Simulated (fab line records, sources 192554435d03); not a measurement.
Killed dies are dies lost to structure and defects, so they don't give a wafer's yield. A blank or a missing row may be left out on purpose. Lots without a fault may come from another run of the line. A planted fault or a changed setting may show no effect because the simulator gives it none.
Which tool did it? | flow n5_finfet | 10 lots, 29 wafers sampled, at 5 steps of a route of 1938

WHAT THE GAUGES READ, wafer by wafer
N5_BEOL_M4_THK_MEAS_53: measures by xrf. Usual: M4_THK 40.1 nm, standard deviation 1.5.
lot  | measured     | on            | M4_THK (nm)    | flag
L476 | day 7 21:04  | film_metro-02 | 40.4 41.0 39.3 |
L478 | day 8 00:59  | film_metro-01 | 39.4 40.3 39.1 |
L484 | day 9 15:33  | film_metro-02 | 40.6 38.4 39.8 |
L485 | day 9 23:43  | film_metro-02 | 39.3 41.4 40.2 |
L486 | day 10 10:32 | film_metro-01 | 38.8 39.7 40.5 |
L488 | day 10 22:28 | film_metro-01 | 40.7 39.7 40.7 |
L489 | day 11 02:36 | film_metro-02 | 42.3 40.6 39.7 |
L491 | day 11 13:43 | film_metro-02 | 39.8 40.2 41.0 |
L496 | day 13 12:29 | film_metro-01 | 38.0 37.5      |
L499 | day 14 00:14 | film_metro-01 | 39.7 41.1 40.8 |

N5_BEOL_M4_RC_MEAS_101. Usual: DIBL_N 36.0 mV/V, standard deviation 1.7; DIBL_P 36.0 mV/V, standard deviation 2; IOFF_N 0.156 nA/um, standard deviation 0.028; IOFF_P 0.21 nA/um, standard deviation 0.04; ION_N 673 uA/um, standard deviation 12; ION_P 463 uA/um, standard deviation 8.3; REXT_N 75.7 ohm.um, standard deviation 1.7; REXT_P 100.4 ohm.um, standard deviation 2; SS_N 71.4 mV/dec, standard deviation 0.6; SS_P 73.3 mV/dec, standard deviation 0.66; VT_N 250 mV, standard deviation 3; VT_P -250 mV, standard deviation 3.8.
lot  | measured     | on        | DIBL_N (mV/V)  | DIBL_P (mV/V)  | IOFF_N (nA/um)    | IOFF_P (nA/um) | ION_N (uA/um) | ION_P (uA/um) | REXT_N (ohm.um) | REXT_P (ohm.um)   | SS_N (mV/dec)  | SS_P (mV/dec)  | VT_N (mV)   | VT_P (mV)      | flag
L476 | day 7 21:32  | prober-01 | 35.2 33.2 33.7 | 35.4 33.1 34.3 | 0.146 0.118 0.132 | 0.20 0.16 0.19 | 668 661 667   | 470 461 458   | 77.4 78.6 78.4  | 100.3 101.7 101.0 | 71.2 70.4 71.0 | 73.2 73.0 72.7 | 252 254 252 | -250 -253 -250 |
L478 | day 8 01:18  | prober-02 | 35.8 38.5 35.0 | 35.5 39.1 35.3 | 0.155 0.207 0.146 | 0.16 0.22 0.17 | 674 680 668   | 460 454 454   | 78.1 79.1 79.9  | 99.4 102.4 101.1  | 72.5 72.3 70.5 | 73.2 74.7 73.0 | 250 248 248 | -257 -251 -256 |
L484 | day 9 16:02  | prober-02 | 36.1 36.3 36.6 | 35.1 35.6 35.9 | 0.155 0.168 0.159 | 0.20 0.22 0.22 | 669 681 673   | 462 465 461   | 73.1 72.0 72.9  | 101.0 101.2 101.9 | 71.7 70.9 71.8 | 73.6 73.2 74.5 | 252 248 251 | -251 -247 -250 |
L485 | day 10 00:16 | prober-02 | 37.0 36.4 36.6 | 36.3 35.2 36.0 | 0.172 0.160 0.163 | 0.20 0.18 0.19 | 684 684 682   | 466 468 461   | 75.8 74.7 75.6  | 102.4 102.7 103.6 | 72.0 71.0 71.5 | 73.8 73.5 73.7 | 248 248 251 | -253 -253 -253 |
L486 | day 10 11:10 | prober-02 | 32.3 34.6 34.7 | 32.4 35.4 35.3 | 0.112 0.156 0.142 | 0.19 0.23 0.22 | 658 682 660   | 462 467 459   | 75.7 75.0 75.2  | 101.8 101.3 103.5 | 70.2 71.0 71.6 | 72.7 73.5 73.2 | 254 250 252 | -249 -247 -247 |
L488 | day 10 22:46 | prober-02 | 35.4 33.6 35.8 | 35.3 34.6 36.7 | 0.164 0.139 0.188 | 0.23 0.23 0.27 | 678 672 695   | 467 474 480   | 72.8 74.2 72.1  | 102.5 99.6 100.5  | 71.0 70.8 71.8 | 72.4 72.7 73.8 | 247 248 246 | -245 -247 -245 |
L489 | day 11 03:14 | prober-01 | 36.4 34.0 35.7 | 37.6 35.2 37.5 | 0.171 0.133 0.155 | 0.28 0.25 0.28 | 694 680 688   | 480 485 480   | 73.6 74.0 74.0  | 98.2 97.1 96.9    | 71.3 70.9 71.4 | 73.8 73.3 74.7 | 248 249 248 | -240 -243 -244 |
L491 | day 11 14:01 | prober-02 | 38.0 36.2 33.9 | 39.2 36.7 34.5 | 0.202 0.174 0.133 | 0.22 0.19 0.16 | 691 681 667   | 464 458 457   | 75.7 74.4 75.8  | 103.3 102.1 102.5 | 72.0 71.3 70.4 | 74.4 73.9 73.4 | 245 248 251 | -251 -252 -256 |
L496 | day 13 12:47 | prober-01 | 35.0 33.8      | 35.9 31.9      | 0.150 0.133       | 0.17 0.15      | 665 670       | 448 455       | 85.5 76.1       | 108.4 101.6       | 71.2 70.6      | 73.4 72.8      | 252 251     | -256 -254      |
L499 | day 14 00:35 | prober-02 | 33.5 36.1 36.3 | 35.2 37.0 36.7 | 0.131 0.167 0.166 | 0.16 0.21 0.21 | 666 684 680   | 451 464 459   | 81.1 74.5 74.2  | 107.7 99.1 97.6   | 70.4 71.1 71.8 | 72.7 72.9 73.4 | 252 248 247 | -255 -251 -253 |

WHICH TOOL RAN EACH LOT (tool, then ch and the chambers of the sampled wafers, then the start)
lot  | N5_SPACER0_ALD_08                | N5_BEOL_M4_ANNEAL_49         | N5_BEOL_M4_SPUTTER_81
L476 | ald_sin-01 ch 2,3, day 2 23:46   | pvd_sputter-01, day 7 18:28  | pvd_sputter-01, day 7 18:49
L478 | ald_sin-01 ch 1,3, day 3 12:43   | pvd_sputter-01, day 7 22:31  | pvd_sputter-01, day 7 22:53
L484 | ald_sin-02 ch 0,3, day 5 04:06   | pvd_sputter-01, day 9 13:05  | pvd_sputter-01, day 9 13:26
L485 | ald_sin-01 ch 0,3, day 5 07:13   | pvd_sputter-02, day 9 21:02  | pvd_sputter-02, day 9 21:24
L486 | ald_sin-03 ch 1,2,3, day 5 13:20 | pvd_sputter-01, day 10 08:05 | pvd_sputter-01, day 10 08:26
L488 | ald_sin-01 ch 0,2,3, day 6 05:41 | pvd_sputter-02, day 10 19:59 | pvd_sputter-02, day 10 20:21
L489 | ald_sin-01 ch 1,3, day 6 07:45   | pvd_sputter-01, day 11 00:07 | pvd_sputter-01, day 11 00:29
L491 | ald_sin-02 ch 0,1,2, day 7 01:03 | pvd_sputter-01, day 11 11:15 | pvd_sputter-01, day 11 11:37
L496 | ald_sin-01 ch 2, day 8 00:48     | pvd_sputter-02, day 13 09:49 | pvd_sputter-02, day 13 10:10
L499 | ald_sin-01 ch 0,1,3, day 8 17:50 | pvd_sputter-03, day 13 21:46 | pvd_sputter-03, day 13 22:08
- N5_SPACER0_ALD_08: deposits SiNx, target thk 2 nm.
- N5_BEOL_M4_ANNEAL_49: time 240 s.
- N5_BEOL_M4_SPUTTER_81: material Cu, target thk 4.5 nm, time 8.29 s.

WHAT THE TOOLS THEMSELVES READ (means of the sampled wafers that have a number; where no wafer has one, the mark that the record gives instead)
N5_SPACER0_ALD_08. Usual: heater_power_w 826 W, standard deviation 120.
lot  | tool       | heater_power_w (W) | flag
L476 | ald_sin-01 | 977                |
L478 | ald_sin-01 | 868                |
L484 | ald_sin-02 | 841                |
L485 | ald_sin-01 | 844                |
L486 | ald_sin-03 | 828                |
L488 | ald_sin-01 | 863                |
L489 | ald_sin-01 | 830                |
L491 | ald_sin-02 | 916                |
L496 | ald_sin-01 | 952                |
L499 | ald_sin-01 | 789                |

N5_BEOL_M4_ANNEAL_49. Usual: heater_power_w 834 W, standard deviation 67.
lot  | tool           | heater_power_w (W) | flag
L476 | pvd_sputter-01 | 850                |
L478 | pvd_sputter-01 | 793                |
L484 | pvd_sputter-01 | 870                |
L485 | pvd_sputter-02 | 854                |
L486 | pvd_sputter-01 | 792                |
L488 | pvd_sputter-02 | 800                |
L489 | pvd_sputter-01 | 753                |
L491 | pvd_sputter-01 | 798                |
L496 | pvd_sputter-02 | 846                |
L499 | pvd_sputter-03 | 821                |

N5_BEOL_M4_SPUTTER_81. Usual: substrate_temp_c -20.00 C, standard deviation 0.1; throttle_valve_pct 29.8 %, standard deviation 0.93.
lot  | tool           | substrate_temp_c (C) | throttle_valve_pct (%) | flag
L476 | pvd_sputter-01 | -19.95               | 30.0                   |
L478 | pvd_sputter-01 | -19.99               | 30.4                   |
L484 | pvd_sputter-01 | -20.09               | 30.0                   |
L485 | pvd_sputter-02 | -20.05               | 28.8                   |
L486 | pvd_sputter-01 | -19.99               | 30.4                   |
L488 | pvd_sputter-02 | -20.04               | 29.1                   |
L489 | pvd_sputter-01 | -20.00               | 30.8                   |
L491 | pvd_sputter-01 | -19.95               | 30.3                   |
L496 | pvd_sputter-02 | -19.98               | 29.1                   |
L499 | pvd_sputter-03 | -19.94               | 30.5                   |

THE ANSWER, worked out from the rows above alone
Rule: a lot is off if the mean of its wafers that have a number lies more than 3 standard deviations from the usual mean. A lot without any number at a reading at which 4 lots or more have one is off too. The other lots that the step has rows for count as sound. The gauges are gone through in route order, then the tools' own readings, and for those a lot's mean is taken as printed above. The first step at which some lot is off is used, and at that step the reading that is off furthest; a lot without a number counts as furthest.
No lot is off at any reading shown: from this, nothing can be told.

WHAT THE SIMULATOR HAD PUT IN
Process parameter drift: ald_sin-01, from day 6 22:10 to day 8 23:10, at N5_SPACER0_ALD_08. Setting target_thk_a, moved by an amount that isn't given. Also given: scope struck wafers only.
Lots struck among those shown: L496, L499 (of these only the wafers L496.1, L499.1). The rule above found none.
